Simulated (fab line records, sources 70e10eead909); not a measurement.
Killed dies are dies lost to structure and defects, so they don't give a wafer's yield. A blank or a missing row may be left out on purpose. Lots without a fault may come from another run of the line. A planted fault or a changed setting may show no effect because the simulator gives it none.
Which tool did it? | flow nand_harc | 14 lots, 42 wafers sampled, at 6 steps of a route of 1159

WHAT THE GAUGES READ, wafer by wafer
NHARC_P_BONDPAD_THK_MEAS_20: measures by xrf. Usual: thk_nm 161.2 nm, standard deviation 1.6.
lot  | measured     | on            | thk_nm (nm)       | flag
L913 | day 6 09:10  | film_metro-02 | 159.6 158.7 162.8 |
L915 | day 6 22:35  | film_metro-01 | 163.0 163.2 161.6 |
L916 | day 7 01:37  | film_metro-02 | 158.2 160.5 161.1 |
L917 | day 7 15:41  | film_metro-02 | 163.6 161.8 163.5 |
L920 | day 8 05:26  | film_metro-01 | 161.8 164.6 164.1 |
L922 | day 8 17:38  | film_metro-02 | 159.9 161.1 160.8 |
L921 | day 8 18:44  | film_metro-01 | 160.5 162.3 160.8 |
L925 | day 10 03:38 | film_metro-01 | 159.7 161.3 158.5 |
L929 | day 10 13:03 | film_metro-02 | 162.4 162.6 163.3 |
L930 | day 10 14:44 | film_metro-02 | 401.3 395.7 395.4 | OFF
L932 | day 11 02:57 | film_metro-01 | 397.4 400.9 395.4 | OFF
L933 | day 11 08:55 | film_metro-02 | 161.6 164.3 160.7 |
L935 | day 11 17:15 | film_metro-01 | 161.3 161.5 161.3 |
L934 | day 11 18:09 | film_metro-02 | 159.5 161.0 160.9 |

NHARC_P_BONDPAD_INSPECT_23. Usual: raw_defect_count 336, standard deviation 130.
lot  | measured     | on                | raw_defect_count | flag
L913 | day 6 09:24  | defect_inspect-01 | 410 357 235      |
L915 | day 6 22:48  | defect_inspect-01 | 306 292 247      |
L916 | day 7 01:50  | defect_inspect-02 | 308 294 327      |
L917 | day 7 15:55  | defect_inspect-01 | 330 292 341      |
L920 | day 8 05:40  | defect_inspect-01 | 450 429 295      |
L922 | day 8 17:50  | defect_inspect-02 | 309 316 278      |
L921 | day 8 18:57  | defect_inspect-02 | 333 507 367      |
L925 | day 10 03:50 | defect_inspect-02 | 197 319 252      |
L929 | day 10 13:16 | defect_inspect-01 | 417 297 358      |
L930 | day 10 14:58 | defect_inspect-01 | 6256 5930 6077   | OFF
L932 | day 11 03:10 | defect_inspect-01 | 6187 5998 6138   | OFF
L933 | day 11 09:07 | defect_inspect-02 | 169 242 301      |
L935 | day 11 17:27 | defect_inspect-02 | 154 197 260      |
L934 | day 11 18:23 | defect_inspect-01 | 309 312 254      |

WHICH TOOL RAN EACH LOT (tool, then ch and the chambers of the sampled wafers, then the start)
lot  | NHARC_P_M2_DEP_33               | NHARC_P_BONDPAD_PVD_17                  | NHARC_P_BONDPAD_PVD_27                  | NHARC_P_BONDPAD_CMP_19
L913 | pecvd-01 ch 0,1,2, day 6 04:55  | pvd_sputter-03, day 6 08:51 or earlier  | pvd_sputter-03, day 6 08:51 or earlier  | cmp-03 ch 0,2,3, day 6 08:51
L915 | pecvd-01 ch 0,1,2, day 6 18:30  | pvd_sputter-02, day 6 22:18 or earlier  | pvd_sputter-02, day 6 22:18 or earlier  | cmp-04 ch 0,3, day 6 22:18
L916 | pecvd-04 ch 0,1,2, day 6 21:28  | pvd_sputter-01, day 7 01:18 or earlier  | pvd_sputter-01, day 7 01:18 or earlier  | cmp-02 ch 1,3, day 7 01:18
L917 | pecvd-04 ch 0,2, day 7 11:37    | pvd_sputter-03, day 7 15:24 or earlier  | pvd_sputter-03, day 7 15:24 or earlier  | cmp-04 ch 0,2, day 7 15:24
L920 | pecvd-04 ch 1,2, day 8 01:25    | pvd_sputter-01, day 8 05:09 or earlier  | pvd_sputter-01, day 8 05:09 or earlier  | cmp-04 ch 0,2, day 8 05:09
L922 | pecvd-03 ch 0,1,2, day 8 13:22  | pvd_sputter-02, day 8 17:19 or earlier  | pvd_sputter-02, day 8 17:19 or earlier  | cmp-03 ch 0,2, day 8 17:19
L921 | pecvd-04 ch 0,2, day 8 14:38    | pvd_sputter-02, day 8 18:25 or earlier  | pvd_sputter-02, day 8 18:25 or earlier  | cmp-04 ch 0,2, day 8 18:25
L925 | pecvd-01 ch 0,1,2, day 9 22:59  | pvd_sputter-01, day 10 03:19 or earlier | pvd_sputter-01, day 10 03:19 or earlier | cmp-02 ch 0,1,2, day 10 03:19
L929 | pecvd-01 ch 1,2, day 10 08:53   | pvd_sputter-01, day 10 12:44 or earlier | pvd_sputter-01, day 10 12:44 or earlier | cmp-03 ch 0,2,3, day 10 12:44
L930 | pecvd-03 ch 0,1,2, day 10 10:43 | pvd_sputter-01, day 10 14:28 or earlier | pvd_sputter-01, day 10 14:28 or earlier | cmp-03 ch 0,1,3, day 10 14:28
L932 | pecvd-03 ch 0,1,2, day 10 22:38 | pvd_sputter-01, day 11 02:41 or earlier | pvd_sputter-01, day 11 02:41 or earlier | cmp-02 ch 0,1,3, day 11 02:41
L933 | pecvd-04 ch 0,1,2, day 11 04:28 | pvd_sputter-02, day 11 08:37 or earlier | pvd_sputter-02, day 11 08:37 or earlier | cmp-03 ch 1,2, day 11 08:37
L935 | pecvd-03 ch 0,1,2, day 11 13:17 | pvd_sputter-01, day 11 17:01 or earlier | pvd_sputter-01, day 11 17:01 or earlier | cmp-02 ch 0,1,2, day 11 17:01
L934 | pecvd-03 ch 0,1,2, day 11 13:56 | pvd_sputter-02, day 11 17:50 or earlier | pvd_sputter-02, day 11 17:50 or earlier | cmp-02 ch 2,3, day 11 17:50
- NHARC_P_M2_DEP_33: deposits SiCN, target thk 30 nm.
- NHARC_P_BONDPAD_PVD_17: deposits TaN, target thk 5 nm, time 8.06 s.
- NHARC_P_BONDPAD_PVD_27: deposits Cu, target thk 30 nm, time 20.49 s.
- NHARC_P_BONDPAD_CMP_19: polishes, t overpolish 30 s, cu recess touch 16 s, target thk 160.81 nm.

WHAT THE TOOLS THEMSELVES READ (means of the sampled wafers that have a number; where no wafer has one, the mark that the record gives instead)
NHARC_P_M2_DEP_33. Usual: heater_power_outer_w 326 W, standard deviation 32; heater_power_w 562 W, standard deviation 42.
lot  | tool     | heater_power_outer_w (W) | heater_power_w (W) | flag
L913 | pecvd-01 | 338                      | 573                |
L915 | pecvd-01 | 342                      | 593                |
L916 | pecvd-04 | 285                      | 520                |
L917 | pecvd-04 | 301                      | 534                |
L920 | pecvd-04 | 318                      | 556                |
L922 | pecvd-03 | 305                      | 551                |
L921 | pecvd-04 | 315                      | 553                |
L925 | pecvd-01 | 329                      | 572                |
L929 | pecvd-01 | 349                      | 601                |
L930 | pecvd-03 | 347                      | 598                |
L932 | pecvd-03 | 312                      | 548                |
L933 | pecvd-04 | 309                      | 535                |
L935 | pecvd-03 | 351                      | 596                |
L934 | pecvd-03 | 320                      | 562                |

NHARC_P_BONDPAD_PVD_17. Usual: bias_v 168.6 V, standard deviation 1.6; throttle_valve_pct 29.9 %, standard deviation 0.91.
lot  | tool           | bias_v (V) | throttle_valve_pct (%) | flag
L913 | pvd_sputter-03 | 169.8      | 30.8                   |
L915 | pvd_sputter-02 | 169.6      | 29.6                   |
L916 | pvd_sputter-01 | 166.6      | 29.4                   |
L917 | pvd_sputter-03 | 168.0      | 30.4                   |
L920 | pvd_sputter-01 | 168.7      | 30.1                   |
L922 | pvd_sputter-02 | 167.7      | 29.8                   |
L921 | pvd_sputter-02 | 168.6      | 29.8                   |
L925 | pvd_sputter-01 | 169.3      | 29.7                   |
L929 | pvd_sputter-01 | 168.2      | 29.7                   |
L930 | pvd_sputter-01 | 169.7      | 29.3                   |
L932 | pvd_sputter-01 | 171.2      | 29.8                   |
L933 | pvd_sputter-02 | 170.5      | 30.0                   |
L935 | pvd_sputter-01 | 168.8      | 29.7                   |
L934 | pvd_sputter-02 | 167.9      | 30.1                   |

NHARC_P_BONDPAD_PVD_27. Usual: throttle_valve_pct 30.0 %, standard deviation 0.89.
lot  | tool           | throttle_valve_pct (%) | flag
L913 | pvd_sputter-03 | 30.6                   |
L915 | pvd_sputter-02 | 29.9                   |
L916 | pvd_sputter-01 | 29.5                   |
L917 | pvd_sputter-03 | 30.5                   |
L920 | pvd_sputter-01 | 29.6                   |
L922 | pvd_sputter-02 | 30.1                   |
L921 | pvd_sputter-02 | 30.6                   |
L925 | pvd_sputter-01 | 29.4                   |
L929 | pvd_sputter-01 | 29.7                   |
L930 | pvd_sputter-01 | 29.2                   |
L932 | pvd_sputter-01 | 30.1                   |
L933 | pvd_sputter-02 | 30.1                   |
L935 | pvd_sputter-01 | 29.8                   |
L934 | pvd_sputter-02 | 31.0                   |

NHARC_P_BONDPAD_CMP_19. Usual: edge_zone_pressure_frac 1.001, standard deviation 0.0048; motor_current_A 11.9 A, standard deviation 1.3; overpolish_run_s 30.001 s, standard deviation 0.009; slurry_flow_ml_min 150.0, standard deviation 0.48.
lot  | tool   | edge_zone_pressure_frac | motor_current_A (A) | overpolish_run_s (s) | slurry_flow_ml_min | flag
L913 | cmp-03 | 1.000                   | 12.4                | 29.994               | 149.9              |
L915 | cmp-04 | 1.002                   | 11.8                | 29.999               | 150.0              |
L916 | cmp-02 | 0.996                   | 11.1                | 29.999               | 149.7              |
L917 | cmp-04 | 1.002                   | 12.3                | 29.992               | 150.3              |
L920 | cmp-04 | 1.002                   | 12.3                | 30.005               | 150.0              |
L922 | cmp-03 | 1.003                   | 11.9                | 29.999               | 149.8              |
L921 | cmp-04 | 0.999                   | 12.3                | 30.007               | 150.1              |
L925 | cmp-02 | 1.006                   | 12.8                | 29.994               | 150.0              |
L929 | cmp-03 | 0.995                   | 12.5                | 29.993               | 149.8              |
L930 | cmp-03 | -                       | -                   | -                    | -                  | OFF
L932 | cmp-02 | -                       | -                   | -                    | -                  | OFF
L933 | cmp-03 | 0.996                   | 11.8                | 30.008               | 150.6              |
L935 | cmp-02 | 0.999                   | 12.4                | 30.004               | 149.9              |
L934 | cmp-02 | 1.006                   | 11.1                | 29.995               | 149.9              |

THE ANSWER, worked out from the rows above alone
Rule: a lot is off if the mean of its wafers that have a number lies more than 3 standard deviations from the usual mean. A lot without any number at a reading at which 4 lots or more have one is off too. The other lots that the step has rows for count as sound. The gauges are gone through in route order, then the tools' own readings, and for those a lot's mean is taken as printed above. The first step at which some lot is off is used, and at that step the reading that is off furthest; a lot without a number counts as furthest.
Off: L930, L932, at NHARC_P_BONDPAD_THK_MEAS_20 (thk_nm).
A tool fits if, at a process step before that reading, it ran every lot that is off, and no sound lot after the first of them. The gauges at NHARC_P_BONDPAD_THK_MEAS_20 aren't tried: what is off there is off at NHARC_P_BONDPAD_INSPECT_23 too, on other tools, and a gauge's error can't cause that. NHARC_P_BONDPAD_PVD_17 gives no start for some lots, so the hours and the order of its lots are those of NHARC_P_BONDPAD_CMP_19. NHARC_P_BONDPAD_PVD_27 gives no start for some lots, so the hours and the order of its lots are those of NHARC_P_BONDPAD_CMP_19. None of those tried fits.

WHAT THE SIMULATOR HAD PUT IN
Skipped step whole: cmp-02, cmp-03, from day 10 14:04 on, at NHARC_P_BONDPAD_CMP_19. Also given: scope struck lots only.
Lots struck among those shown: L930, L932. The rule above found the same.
